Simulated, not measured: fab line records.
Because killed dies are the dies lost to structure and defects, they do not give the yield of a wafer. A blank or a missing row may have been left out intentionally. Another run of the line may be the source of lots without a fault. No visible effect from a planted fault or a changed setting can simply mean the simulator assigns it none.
What tool caused it?    flow n5Finfet    24 lots with 72 wafers sampled at 6 steps, on a route of 1938 steps

## WHAT EACH GAUGE READ, for each wafer
Not one reading of a measure or inspect step in the record can be checked against a usual standard deviation.

## TOOL THAT RAN EACH LOT (tool first, then ch and the chambers of the sampled wafers, then the start)
lot   N5_HKMG_FIN_ALD_72            N5_GATE_CUT_ETCHBACK_30           N5_GATE_CUT_VAPOR_ETCH_60         N5_GATE_CUT_CMP_02             N5_GATE_CUT_HM_DEP_46            N5_GATE_CUT_DESCUM_18
L074  cvdW-02 ch 0, day 4 06:32     rieMetal-02 ch 0,1, day 4 07:40   rieMetal-02 ch 0,1, day 4 07:41   cmp-04 ch 0,1, day 4 10:41     pecvd-01 ch 0,1,2, day 4 11:01   rieDiel-01 ch 0,2, day 4 11:30
L075  cvdW-02 ch 0, day 4 15:56     rieMetal-03 ch 1, day 4 17:11     rieMetal-03 ch 1, day 4 17:13     cmp-04 ch 0,2,3, day 4 19:56   pecvd-01 ch 0,1,2, day 4 20:12   rieDiel-03 ch 1,2,3, day 4 20:41
L076  cvdW-02 ch 0, day 4 18:54     rieMetal-01 ch 0,1, day 4 20:05   rieMetal-01 ch 0,1, day 4 20:07   cmp-01 ch 0,1,2, day 4 22:47   pecvd-04 ch 0,2, day 4 23:07     rieDiel-02 ch 0,1,3, day 5 00:16
L077  cvdW-01 ch 0,1, day 4 23:48   rieMetal-03 ch 0, day 5 01:02     rieMetal-03 ch 0, day 5 01:04     cmp-01 ch 0,2,3, day 5 05:34   pecvd-01 ch 0,1,2, day 5 05:54   rieDiel-02 ch 1,2, day 5 06:29
L078  cvdW-01 ch 0,1, day 5 06:12   rieMetal-03 ch 0,1, day 5 07:20   rieMetal-03 ch 0,1, day 5 07:22   cmp-01 ch 0,2,3, day 5 10:25   pecvd-01 ch 0,1,2, day 5 10:42   rieDiel-03 ch 1,2,3, day 5 11:10
L079  cvdW-01 ch 0,1, day 5 12:31   rieMetal-02 ch 0, day 5 13:52     rieMetal-02 ch 0, day 5 13:56     cmp-04 ch 0,1,2, day 5 17:12   pecvd-03 ch 0,1,2, day 5 17:32   rieDiel-01 ch 1,2, day 5 18:33
L080  cvdW-02 ch 0,1, day 5 19:07   rieMetal-02 ch 0,1, day 5 20:15   rieMetal-02 ch 0,1, day 5 20:17   cmp-04 ch 0,1, day 5 23:11     pecvd-03 ch 0,1,2, day 5 23:29   rieDiel-01 ch 0,1, day 6 00:05
L081  cvdW-02 ch 0,1, day 6 00:08   rieMetal-03 ch 0,1, day 6 01:16   rieMetal-03 ch 0,1, day 6 01:17   cmp-04 ch 1,2,3, day 6 03:59   pecvd-03 ch 0,1,2, day 6 04:19   rieDiel-02 ch 1,2,3, day 6 04:54
L082  cvdW-01 ch 0,1, day 6 07:33   rieMetal-03 ch 0,1, day 6 08:41   rieMetal-03 ch 0,1, day 6 08:43   cmp-01 ch 0,1,3, day 6 11:25   pecvd-03 ch 0,2, day 6 11:41     rieDiel-03 ch 0,3, day 6 12:16
L083  cvdW-01 ch 0,1, day 6 13:10   rieMetal-02 ch 0,1, day 6 14:18   rieMetal-02 ch 0,1, day 6 14:20   cmp-04 ch 1,2, day 6 17:16     pecvd-01 ch 1,2, day 6 17:34     rieDiel-02 ch 2,3, day 6 18:02
L084  cvdW-01 ch 0,1, day 6 20:37   rieMetal-01 ch 1, day 6 21:58     rieMetal-01 ch 1, day 6 22:01     cmp-04 ch 0,1,2, day 7 00:45   pecvd-01 ch 1,2, day 7 01:02     rieDiel-02 ch 1,2,3, day 7 01:31
L085  cvdW-02 ch 0,1, day 7 05:35   rieMetal-01 ch 0,1, day 7 06:43   rieMetal-01 ch 0,1, day 7 06:45   cmp-01 ch 0,1, day 7 09:26     pecvd-04 ch 1,2, day 7 09:43     rieDiel-03 ch 1,2,3, day 7 10:11
L086  cvdW-01 ch 0,1, day 7 09:01   rieMetal-02 ch 0,1, day 7 10:09   rieMetal-02 ch 0,1, day 7 10:11   cmp-01 ch 0,2,3, day 7 13:02   pecvd-04 ch 0,1,2, day 7 13:22   rieDiel-02 ch 0,1,2, day 7 14:04
L087  cvdW-01 ch 0,1, day 7 18:58   rieMetal-01 ch 0, day 7 20:19     rieMetal-01 ch 0, day 7 20:23     cmp-02 ch 0,3, day 7 23:05     pecvd-04 ch 0,2, day 7 23:22     rieDiel-01 ch 0,3, day 7 23:56
L088  cvdW-01 ch 0,1, day 7 20:53   rieMetal-03 ch 0,1, day 7 22:00   rieMetal-03 ch 0,1, day 7 22:02   cmp-04 ch 0,1,2, day 8 00:56   pecvd-04 ch 1,2, day 8 01:12     rieDiel-01 ch 0,3, day 8 01:50
L089  cvdW-01 ch 0,1, day 8 03:04   rieMetal-02 ch 0,1, day 8 04:12   rieMetal-02 ch 0,1, day 8 04:14   cmp-04 ch 1,2, day 8 06:52     pecvd-04 ch 0,1, day 8 07:12     rieDiel-03 ch 1,2, day 8 07:40
L090  cvdW-01 ch 0,1, day 8 10:34   rieMetal-01 ch 0,1, day 8 11:44   rieMetal-01 ch 0,1, day 8 11:46   cmp-04 ch 0,1,3, day 8 15:34   pecvd-04 ch 0,2, day 8 15:49     rieDiel-01 ch 1,2,3, day 8 16:24
L091  cvdW-01 ch 0,1, day 8 13:12   rieMetal-03 ch 0,1, day 8 14:19   rieMetal-03 ch 0,1, day 8 14:21   cmp-02 ch 0,2,3, day 8 17:59   pecvd-03 ch 1,2, day 8 18:20     rieDiel-02 ch 0,2,3, day 8 18:55
L092  cvdW-01 ch 0,1, day 8 22:00   rieMetal-03 ch 0,1, day 8 23:08   rieMetal-03 ch 0,1, day 8 23:10   cmp-01 ch 1,2,3, day 9 01:58   pecvd-01 ch 0,2, day 9 02:16     rieDiel-03 ch 0,2,3, day 9 02:51
L093  cvdW-02 ch 0,1, day 9 08:57   rieMetal-01 ch 0,1, day 9 10:07   rieMetal-01 ch 0,1, day 9 10:09   cmp-04 ch 1,2,3, day 9 12:53   pecvd-01 ch 0,1, day 9 13:14     rieDiel-03 ch 0,1,3, day 9 13:41
L094  cvdW-02 ch 0,1, day 9 12:04   rieMetal-03 ch 0,1, day 9 13:11   rieMetal-03 ch 0,1, day 9 13:13   cmp-04 ch 0,3, day 9 15:59     pecvd-03 ch 0,1,2, day 9 16:19   rieDiel-01 ch 1,2, day 9 16:53
L095  cvdW-02 ch 0,1, day 9 14:24   rieMetal-03 ch 0,1, day 9 15:44   rieMetal-03 ch 0,1, day 9 15:46   cmp-01 ch 0,1, day 9 18:31     pecvd-01 ch 0,1, day 9 18:52     rieDiel-01 ch 1,2, day 9 19:27
L096  cvdW-02 ch 0,1, day 9 23:18   rieMetal-03 ch 0,1, day 10 00:31  rieMetal-03 ch 0,1, day 10 00:32  cmp-01 ch 2,3, day 10 03:11    pecvd-04 ch 0,1, day 10 03:40    rieDiel-01 ch 0,2,3, day 10 06:29
L097  cvdW-01 ch 0,1, day 10 03:43  rieMetal-03 ch 0,1, day 10 04:56  rieMetal-03 ch 0,1, day 10 04:58  cmp-01 ch 0,2,3, day 10 07:37  pecvd-03 ch 0,1,2, day 10 07:57  rieDiel-02 ch 0,1,2, day 10 08:48
- N5_HKMG_FIN_ALD_72: deposits W, target thk 2 nm, pulse time 1 s, purge time 2 s.
- N5_GATE_CUT_ETCHBACK_30: etches TiN in Cl2/Ar, target depth 3 nm.
- N5_GATE_CUT_VAPOR_ETCH_60: etches HfO2 in BCl3/Cl2.
- N5_GATE_CUT_CMP_02: polishes, stops on SiO2, t overpolish 12.7 s, target thk 0 nm.
- N5_GATE_CUT_HM_DEP_46: deposits SiO2 from TEOS/O2, target thk 130 nm, time 26.6 s.
- N5_GATE_CUT_DESCUM_18: chemistry O2, time 7 s.

## WHAT THE TOOLS THEMSELVES READ (means of the sampled wafers that have a number; where no wafer has one, the mark that the record gives instead)
N5_HKMG_FIN_ALD_72.
lot   tool     heaterPowerW (W)  precursorPulseHeightRel
L074  cvdW-02  595               0.999
L075  cvdW-02  604               1.016
L076  cvdW-02  605               0.989
L077  cvdW-01  423               1.015
L078  cvdW-01  425               1.010
L079  cvdW-01  430               1.003
L080  cvdW-02  578               0.990
L081  cvdW-02  573               0.986
L082  cvdW-01  418               1.003
L083  cvdW-01  419               1.005
L084  cvdW-01  430               1.002
L085  cvdW-02  579               1.010
L086  cvdW-01  420               0.978
L087  cvdW-01  424               0.997
L088  cvdW-01  425               0.980
L089  cvdW-01  427               1.009
L090  cvdW-01  425               0.978
L091  cvdW-01  421               1.015
L092  cvdW-01  422               1.005
L093  cvdW-02  574               0.989
L094  cvdW-02  597               0.991
L095  cvdW-02  565               1.004
L096  cvdW-02  569               1.001
L097  cvdW-01  426               1.017

N5_GATE_CUT_ETCHBACK_30.
lot   tool         biasW (W)  drypumpMotorCurrentA (A)  oesProductAu (a.u.)  throttleValvePct (%)
L074  rieMetal-02  60.06      5.39                      0.77                 20.96
L075  rieMetal-03  59.98      5.57                      0.73                 21.09
L076  rieMetal-01  60.18      5.40                      0.57                 21.16
L077  rieMetal-03  60.09      5.56                      0.69                 21.29
L078  rieMetal-03  60.14      5.58                      0.70                 21.22
L079  rieMetal-02  59.76      5.06                      0.82                 20.91
L080  rieMetal-02  60.04      5.36                      0.77                 20.97
L081  rieMetal-03  60.11      5.58                      0.70                 21.23
L082  rieMetal-03  60.04      5.59                      0.71                 21.16
L083  rieMetal-02  59.90      5.68                      0.70                 21.02
L084  rieMetal-01  60.07      5.49                      0.58                 21.15
L085  rieMetal-01  59.96      5.31                      0.85                 20.88
L086  rieMetal-02  60.04      5.66                      0.70                 21.02
L087  rieMetal-01  60.02      5.22                      0.93                 20.76
L088  rieMetal-03  60.09      5.56                      0.69                 21.24
L089  rieMetal-02  59.96      5.37                      0.74                 21.00
L090  rieMetal-01  60.05      5.30                      0.93                 20.75
L091  rieMetal-03  60.18      5.57                      0.69                 21.24
L092  rieMetal-03  60.12      5.57                      0.69                 21.24
L093  rieMetal-01  60.08      5.40                      0.94                 20.73
L094  rieMetal-03  59.81      5.58                      0.69                 21.19
L095  rieMetal-03  59.98      5.56                      0.69                 21.18
L096  rieMetal-03  59.99      5.57                      0.69                 21.19
L097  rieMetal-03  60.02      5.58                      0.68                 21.25

N5_GATE_CUT_VAPOR_ETCH_60.
lot   tool         drypumpMotorCurrentA (A)  oesProductAu (a.u.)
L074  rieMetal-02  5.37                      0.76
L075  rieMetal-03  5.59                      0.71
L076  rieMetal-01  5.40                      0.58
L077  rieMetal-03  5.58                      0.68
L078  rieMetal-03  5.56                      0.69
L079  rieMetal-02  5.03                      0.81
L080  rieMetal-02  5.35                      0.76
L081  rieMetal-03  5.56                      0.69
L082  rieMetal-03  5.58                      0.70
L083  rieMetal-02  5.67                      0.70
L084  rieMetal-01  5.48                      0.58
L085  rieMetal-01  5.30                      0.85
L086  rieMetal-02  5.68                      0.70
L087  rieMetal-01  5.22                      0.94
L088  rieMetal-03  5.58                      0.69
L089  rieMetal-02  5.35                      0.74
L090  rieMetal-01  5.30                      0.94
L091  rieMetal-03  5.58                      0.69
L092  rieMetal-03  5.58                      0.68
L093  rieMetal-01  5.40                      0.95
L094  rieMetal-03  5.56                      0.68
L095  rieMetal-03  5.60                      0.68
L096  rieMetal-03  5.59                      0.68
L097  rieMetal-03  5.57                      0.67

N5_GATE_CUT_CMP_02.
lot   tool    motorCurrentA (A)  overpolishRunS (s)  timeToEndpointS (s)
L074  cmp-04  9.6                12.705              25.4
L075  cmp-04  9.6                12.700              26.4
L076  cmp-01  8.7                12.696              24.9
L077  cmp-01  8.7                12.696              24.1
L078  cmp-01  8.8                12.708              24.0
L079  cmp-04  10.2               12.689              25.0
L080  cmp-04  9.5                12.710              23.6
L081  cmp-04  10.6               12.686              25.2
L082  cmp-01  8.4                12.695              22.9
L083  cmp-04  11.2               12.703              25.4
L084  cmp-04  10.5               12.696              23.4
L085  cmp-01  8.1                12.699              25.0
L086  cmp-01  8.9                12.701              23.1
L087  cmp-02  10.1               12.706              27.1
L088  cmp-04  10.5               12.689              26.0
L089  cmp-04  10.7               12.692              25.3
L090  cmp-04  9.7                12.694              24.2
L091  cmp-02  9.9                12.699              22.5
L092  cmp-01  8.9                12.701              23.8
L093  cmp-04  10.5               12.697              25.9
L094  cmp-04  8.9                12.703              25.5
L095  cmp-01  7.8                12.698              23.7
L096  cmp-01  8.9                12.703              24.3
L097  cmp-01  8.7                12.698              22.4

N5_GATE_CUT_HM_DEP_46.
lot   tool      heaterPowerW (W)  showerheadPlenumPTorr (Torr)  throttleValvePct (%)
L074  pecvd-01  518               8.33                          18.7
L075  pecvd-01  492               8.34                          18.6
L076  pecvd-04  532               8.34                          17.7
L077  pecvd-01  549               8.33                          18.7
L078  pecvd-01  560               8.32                          18.7
L079  pecvd-03  516               8.30                          18.1
L080  pecvd-03  544               8.32                          18.1
L081  pecvd-03  576               8.32                          18.2
L082  pecvd-03  431               8.30                          17.6
L083  pecvd-01  543               8.33                          18.5
L084  pecvd-01  587               8.34                          18.6
L085  pecvd-04  522               8.38                          18.0
L086  pecvd-04  579               8.35                          18.2
L087  pecvd-04  496               8.32                          18.3
L088  pecvd-04  595               8.36                          17.7
L089  pecvd-04  501               8.38                          18.6
L090  pecvd-04  484               8.32                          18.4
L091  pecvd-03  559               8.31                          18.3
L092  pecvd-01  487               8.33                          18.3
L093  pecvd-01  500               8.30                          18.7
L094  pecvd-03  544               8.33                          18.2
L095  pecvd-01  539               8.31                          19.2
L096  pecvd-04  493               8.36                          18.5
L097  pecvd-03  558               8.32                          18.2

N5_GATE_CUT_DESCUM_18.
lot   tool        drypumpMotorCurrentA (A)  oesProductAu (a.u.)  rfVppV (V)  showerheadPlenumPTorr (Torr)  throttleValvePct (%)
L074  rieDiel-01  5.7                       0.73                 244.9       2.16                          20.21
L075  rieDiel-03  5.7                       0.73                 243.9       2.13                          20.49
L076  rieDiel-02  5.5                       0.73                 243.3       2.09                          20.41
L077  rieDiel-02  6.3                       0.75                 242.9       2.08                          20.43
L078  rieDiel-03  5.6                       0.72                 243.3       2.13                          20.49
L079  rieDiel-01  5.8                       0.79                 245.7       2.20                          20.18
L080  rieDiel-01  5.9                       0.92                 244.8       2.21                          20.31
L081  rieDiel-02  5.9                       0.73                 243.0       2.05                          20.42
L082  rieDiel-03  6.5                       0.76                 244.5       2.13                          20.54
L083  rieDiel-02  6.2                       0.72                 242.0       2.04                          20.51
L084  rieDiel-02  5.9                       0.73                 242.3       2.05                          20.41
L085  rieDiel-03  5.6                       0.80                 243.1       2.13                          20.37
L086  rieDiel-02  5.7                       0.73                 244.4       2.11                          20.46
L087  rieDiel-01  6.1                       0.80                 243.3       2.10                          20.39
L088  rieDiel-01  6.1                       0.80                 243.2       2.10                          20.39
L089  rieDiel-03  5.3                       0.86                 243.4       2.08                          20.17
L090  rieDiel-01  6.0                       0.78                 244.8       2.17                          20.32
L091  rieDiel-02  5.7                       0.80                 245.0       2.15                          20.42
L092  rieDiel-03  5.9                       0.79                 244.4       2.11                          20.41
L093  rieDiel-03  6.2                       0.74                 243.5       2.15                          20.52
L094  rieDiel-01  5.8                       0.76                 244.6       2.19                          20.22
L095  rieDiel-01  5.8                       0.76                 244.4       2.19                          20.22
L096  rieDiel-01  5.9                       0.77                 243.3       2.12                          20.29
L097  rieDiel-02  5.8                       0.71                 242.9       2.11                          20.49

## THE ANSWER, worked out from the rows above alone
Rule: the lots themselves supply what counts as usual. Put in order of their means at a reading, lots are off if they are a third of the lots or fewer, leave a main group of 4 or more, and stand apart from it by a gap of 3 or more times the standard deviation of the main group's means; of several such gaps the widest counts. Not used: any main group whose means are identical at the precision the tables above print for the reading. Also off: a lot with no number at a reading for which 4 or more lots have one. Any other lot the step has rows for is counted as sound. The gauges are gone through in route order, then the tools' own readings, and for those a lot's mean is taken as printed above. The first step at which some lot is off is used, and at that step the reading that is off furthest; a lot without a number counts as furthest.
Across all readings shown, no lot is off: no conclusion can be drawn from this.

## WHAT THE SIMULATOR PUT IN
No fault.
